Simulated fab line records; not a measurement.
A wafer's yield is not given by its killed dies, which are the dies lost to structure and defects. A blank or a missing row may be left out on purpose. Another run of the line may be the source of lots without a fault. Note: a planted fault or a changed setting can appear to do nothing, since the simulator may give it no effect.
Chamber matching + flow n5-finfet + 4 sister chambers for N5_GATE_CUT_CMP_02 on cmp-01
The step polishes, stops on SiO2, t overpolish 12.7 s, target thk 0 nm. 4 wafers are shown with their chamber, then 8 later ones without.

## EACH WAFER AND ITS CHAMBER
| wafer  | chamber | motor-current-A (A) |
|--------|---------|---------------------|
| L084.6 | 2       | 9.1                 |
| L088.4 | 0       | 10.3                |
| L088.5 | 3       | 9.0                 |
| L090.1 | 1       | 10.2                |

## WAFERS WHOSE CHAMBER IS MISSING
| wafer  | motor-current-A (A) |
|--------|---------------------|
| L090.4 | 8.7                 |
| L090.5 | 9.5                 |
| L092.2 | 8.5                 |
| L092.5 | 10.2                |
| L092.6 | 9.3                 |
| L095.1 | 10.5                |
| L095.4 | 10.3                |
| L095.6 | 9.1                 |

## CHAMBER TAKEN BY EACH
| wafer  | from the rows above               | in truth |
|--------|-----------------------------------|----------|
| L090.4 | can't be placed: 3 or 2           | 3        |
| L090.5 | can't be placed: 2 or 3 or 1 or 0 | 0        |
| L092.2 | can't be placed: 3 or 2           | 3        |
| L092.5 | can't be placed: 1 or 0           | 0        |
| L092.6 | can't be placed: 2 or 3           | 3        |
| L095.1 | can't be placed: 0 or 1           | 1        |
| L095.4 | can't be placed: 0 or 1           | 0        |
| L095.6 | can't be placed: 2 or 3           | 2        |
Placed correctly: 0 of 8. Not placeable from these rows: 8 (in 8, the candidates include the true chamber). Wrongly placed: 0.
How it was worked out, from the rows above alone: a wafer's distance from a chamber is the root of the sum, over the readings, of the square of ((its reading less the chamber's mean) divided by the reading's scatter). The wafer belongs to the nearest chamber; if the next one is less than 2 further off, it can't be placed. For every chamber, the mean is computed from those of its wafers that are shown. The scatter: root of mean squared gap, hidden wafer to nearest shown wafer, with one shown wafer a chamber.
